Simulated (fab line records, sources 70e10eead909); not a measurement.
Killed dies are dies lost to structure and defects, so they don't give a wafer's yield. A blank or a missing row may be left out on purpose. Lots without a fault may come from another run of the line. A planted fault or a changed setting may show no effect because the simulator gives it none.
Chamber matching | flow nand_harc | NHARC_A_STAIRCASE_DESCUM_219 on rie_diel-07: 4 sister chambers
The step chemistry O2, time 3 s. 4 wafers are shown with their chamber, then 9 later ones without.

WAFERS WITH THEIR CHAMBER
wafer  | chamber | showerhead_plenum_p_Torr (Torr)
L081.5 | 2       | 1.79
L081.6 | 1       | 1.92
L087.5 | 3       | 1.93
L087.6 | 0       | 1.81

WAFERS WITHOUT THEIR CHAMBER
wafer  | showerhead_plenum_p_Torr (Torr)
L088.1 | 1.91
L088.5 | 1.79
L088.6 | 1.93
L090.1 | 1.81
L090.4 | 1.78
L090.5 | 1.81
L093.1 | 1.93
L093.2 | 1.90
L093.4 | 1.78

WHICH CHAMBER EACH WENT THROUGH
wafer  | from the rows above     | in truth
L088.1 | can't be placed: 1 or 3 | 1
L088.5 | 2                       | 2
L088.6 | can't be placed: 3 or 1 | 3
L090.1 | 0                       | 0
L090.4 | 2                       | 2
L090.5 | 0                       | 0
L093.1 | can't be placed: 3 or 1 | 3
L093.2 | can't be placed: 1 or 3 | 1
L093.4 | 2                       | 2
Placed correctly: 5 of 9. Can't be placed from these rows: 4 (the true chamber is among the candidates in 4). Placed wrongly: 0.
How it was worked out, from the rows above alone: a wafer's distance from a chamber is the root of the sum, over the readings, of the square of ((its reading less the chamber's mean) divided by the reading's scatter). The wafer belongs to the nearest chamber; if the next one is less than 2 further off, it can't be placed. A chamber's mean is the mean of its shown wafers. The scatter: with one shown wafer a chamber, the root of the mean of the squares of how far each hidden wafer lies from its nearest shown one.
